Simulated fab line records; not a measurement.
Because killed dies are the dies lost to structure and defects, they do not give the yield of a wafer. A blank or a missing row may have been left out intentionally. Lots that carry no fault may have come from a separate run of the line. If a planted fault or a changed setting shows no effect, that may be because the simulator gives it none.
fab line records | flow n5_finfet
record: lots: 12 wafers: 36 last_day: 17
route steps=1938 shown BEOL_M14@1746 BEOL_M15@1801
lots that met no fault: from a run of the same line without faults
start_h: hours from the record's opening day to when the first of the lot's shown wafers began | wait_h: hours from the lot's prior step to this one | " as in the row above | L1.1+2: a row that stands for several wafers | - no value, or no start was given | * or withheld: withheld | < > ~ a bound
route shown NAME@n: NAME is a module with steps in the file, n the number in the route of the first one | usual: mean/standard deviation of fault-free wafers | same: alike in all rows | chamber/n: place in a boat | sites: the reading at each site | _std_site: standard deviation across them | _edge_site: mean of outer sites minus mean of inner sites | radius_mm: how far each site lies from the wafer's centre | mask NAME#n: copy n | behind: the tool/chamber that last shaped the wafer | hold: reason for holding the lot/hours on hold/outcome of the hold | device: the n, p or np transistor that did not switch | end of line: the route-end tests of the same wafers | a step without rows: its recipe alone | killed: dies that structure and defects cost at the first sort, which is not the same as the wafer's yield | map: the dies of a wafer, with x for killed, . for not killed, _ for no die there
set.NAME: the setting as run; set.NAME@STEP: as run at that earlier step | model.NAME: the simulator's own value behind a step, which no gauge read
one table for each step of the route and one row for each wafer, over a sample of lots
services: a tool's chamber out of use, with start hour (start_h, from the record's first day; less than 0 if before it), hours out, and reason
== steps ==
step: N5_BEOL_M14_CD_MEAS_28
recipe: target_cd_nm: 284.4 landing_energy_ev: 500 detector: se_inlens
usual: cd_nm: 284.8/2.1
columns lot.wafer tool chamber start_h wait_h cd_nm
L506.3 cd_sem-02 0 250.98 - 284.8
L506.4 " 0 " " 283.1
L506.6 " 0 " " 285.2
L509.2 cd_sem-03 0 266.02 - 287.6
L509.3 " 0 " " 282.7
L509.5 " 0 " " 281.6
L512.2 cd_sem-03 0 276.91 - 283.8
L512.3 " 0 " " 284.2
L512.6 " 0 " " 283.6
L513.1 cd_sem-02 0 282.96 - 283.3
L513.2 " 0 " " 282.1
L513.6 " 0 " " 285.3
L516.1 cd_sem-03 0 299.68 - 289.5
L516.3 " 0 " " 286.0
L516.5 " 0 " " 288.3
L517.1 cd_sem-02 0 300.69 - 284.7
L517.4 " 0 " " 288.6
L517.5 " 0 " " 281.8
L520.3 cd_sem-02 0 330.46 - 284.6
L520.4 " 0 " " 284.9
L520.6 " 0 " " 285.1
L519.1 cd_sem-01 0 331.30 - 285.8
L519.3 " 0 " " 283.6
L519.6 " 0 " " 281.1
L521.4 cd_sem-01 0 343.58 - 283.5
L521.5 " 0 " " 285.5
L521.6 " 0 " " 286.1
L523.2 cd_sem-03 0 347.47 - 286.6
L523.4 " 0 " " 280.0
L523.5 " 0 " " 280.8
L524.1 cd_sem-03 0 358.63 - 284.4
L524.5 " 0 " " 284.8
L524.6 " 0 " " 284.1
L528.2 cd_sem-03 0 382.02 - 282.5
L528.3 " 0 " " 285.1
L528.4 " 0 " " 283.9
step: N5_BEOL_M14_INSPECT_30
recipe: mode: adi inspect_instrument: macro
usual: raw_defect_count: 2.0/1.4
columns lot.wafer tool chamber start_h wait_h raw_defect_count
L506.3 defect_inspect-02 - 251.04 0.0 2
L506.4 " - " " 2
L506.6 " - " " 2
L509.2 defect_inspect-01 - 266.07 0.0 3
L509.3 " - " " 2
L509.5 " - " " 3
L512.2 defect_inspect-02 - 276.96 0.0 0
L512.3 " - " " 2
L512.6 " - " " 4
L513.1 defect_inspect-01 - 283.01 0.0 1
L513.2 " - " " 1
L513.6 " - " " 0
L516.1 defect_inspect-02 - 299.73 0.0 1
L516.3 " - " " 9
L516.5 " - " " 5
L517.1 defect_inspect-01 - 300.74 0.0 2
L517.4 " - " " 5
L517.5 " - " " 3
L520.3 defect_inspect-02 - 330.52 0.0 1
L520.4 " - " " 2
L520.6 " - " " 2
L519.1 defect_inspect-02 - 331.36 0.0 3
L519.3 " - " " 2
L519.6 " - " " 0
L521.4 defect_inspect-02 - 343.63 0.0 1
L521.5 " - " " 1
L521.6 " - " " 1
L523.2 defect_inspect-02 - 347.53 0.0 4
L523.4 " - " " 0
L523.5 " - " " 2
L524.1 defect_inspect-01 - 358.69 0.0 2
L524.5 " - " " 3
L524.6 " - " " 3
L528.2 defect_inspect-02 - 382.07 0.0 3
L528.3 " - " " 5
L528.4 " - " " 4
step: N5_BEOL_M15_PEB_26
recipe: peb_temp_c: 130 peb_time_s: 90
usual: chill_plate_temp_C: 23.00/0.11 heater_power_total_W: 172.4/0.82
columns lot.wafer tool chamber start_h wait_h chill_plate_temp_C heater_power_total_W
L506.3 litho_track-04 0 258.48 0.0 23.09 173.2
L506.4 " 0 " " 23.15 173.3
L506.6 " 0 " " 22.90 173.0
L509.2 litho_track-03 0 277.96 0.0 23.05 173.2
L509.3 " 0 " " 22.96 173.2
L509.5 " 0 " " 22.93 173.1
L512.2 litho_track-03 0 282.75 0.0 23.01 172.5
L512.3 " 0 " " 23.01 172.0
L512.6 " 0 " " 23.04 172.1
L513.1 litho_track-04 0 288.53 0.1 23.09 171.9
L513.2 " 0 " " 23.17 173.9
L513.6 " 0 " " 23.19 173.0
L516.1 litho_track-04 0 309.41 0.1 23.08 173.3
L516.3 " 0 " " 23.01 171.6
L516.5 " 0 " " 23.05 172.1
L517.1 litho_track-01 0 309.89 0.1 22.86 172.6
L517.4 " 0 " " 23.11 172.0
L517.5 " 0 " " 22.81 172.0
L519.1 litho_track-04 0 343.30 0.1 22.77 172.4
L519.3 " 0 " " 22.98 170.9
L519.6 " 0 " " 22.90 171.9
L520.3 litho_track-01 0 343.34 0.0 23.10 171.2
L520.4 " 0 " " 23.02 173.8
L520.6 " 0 " " 23.00 172.8
L521.4 litho_track-01 0 350.33 0.0 23.04 173.1
L521.5 " 0 " " 23.03 172.3
L521.6 " 0 " " 23.18 184.7
L523.2 litho_track-01 0 353.54 0.0 23.03 183.4
L523.4 " 0 " " 22.85 172.8
L523.5 " 0 " " 22.94 172.3
L524.1 litho_track-04 0 364.65 0.1 22.97 173.7
L524.5 " 0 " " 23.04 172.9
L524.6 " 0 " " 23.11 171.0
L528.2 litho_track-04 0 392.45 0.0 23.07 171.8
L528.3 " 0 " " 23.00 170.9
L528.4 " 0 " " 22.89 171.3
step: N5_BEOL_M15_ANNEAL_48
recipe: temp_c: 225 time_s: 90 ambient: N2
usual: wafer_temp_C_max: 226.10/0.25
columns lot.wafer tool chamber start_h wait_h wafer_temp_C_max
L506.3 rtp_anneal-01 0 261.01 0.2 226.10
L506.4 " 0 " " 226.58
L506.6 " 0 " " 226.03
L509.2 rtp_anneal-02 0 281.54 0.5 225.81
L509.3 " 0 " " 226.07
L509.5 " 0 " " 226.31
L512.2 rtp_anneal-02 0 290.32 0.7 225.87
L512.3 " 0 " " 226.13
L512.6 " 0 " " 226.06
L513.1 rtp_anneal-01 0 290.91 0.2 225.64
L513.2 " 0 " " 226.38
L513.6 " 0 " " 226.13
L516.1 rtp_anneal-02 0 314.97 0.2 226.03
L516.3 " 0 " " 225.91
L516.5 " 0 " " 226.34
L517.1 rtp_anneal-01 0 315.64 0.4 225.93
L517.4 " 0 " " 225.44
L517.5 " 0 " " 225.91
L519.1 rtp_anneal-01 0 345.15 0.2 226.00
L519.3 " 0 " " 226.53
L519.6 " 0 " " 226.31
L520.3 rtp_anneal-02 0 348.73 0.2 226.06
L520.4 " 0 " " 226.48
L520.6 " 0 " " 225.81
L521.4 rtp_anneal-01 0 353.85 0.2 225.64
L521.5 " 0 " " 226.55
L521.6 " 0 " " 226.11
L523.2 rtp_anneal-01 0 356.90 1.2 226.07
L523.4 " 0 " " 225.72
L523.5 " 0 " " 226.51
L524.1 rtp_anneal-01 0 368.11 0.2 225.86
L524.5 " 0 " " 225.97
L524.6 " 0 " " 226.16
L528.2 rtp_anneal-01 0 400.69 0.6 226.20
L528.3 " 0 " " 225.99
L528.4 " 0 " " 226.08
== services ==
columns tool chamber start_h hours kind
litho_track-01 - 291.00 - consumable_replace:filter
== key ==
first_sign: step: N5_BEOL_M15_PEB_26 reading: heater_power_total_W direction: up sigmas: 14 usual: * struck: *
effect none on later readings
met_at N5_BEOL_M15_PEB_26
struck_lots L521,L523
struck_wafers L521.6,L523.2
not_acting_at N5_BEOL_M14_CD_MEAS_28,N5_BEOL_M14_INSPECT_30,N5_BEOL_M15_ANNEAL_48
onset_between 343.34 350.33
fault: kind: process_parameter_drift tool: litho_track-01 chamber: - onset_h: 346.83 steps: N5_BEOL_M15_PEB_26 channel: peb_time_s offset: * shape: step end_h: 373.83 scope: struck_wafers_only acts_in: * stated: *
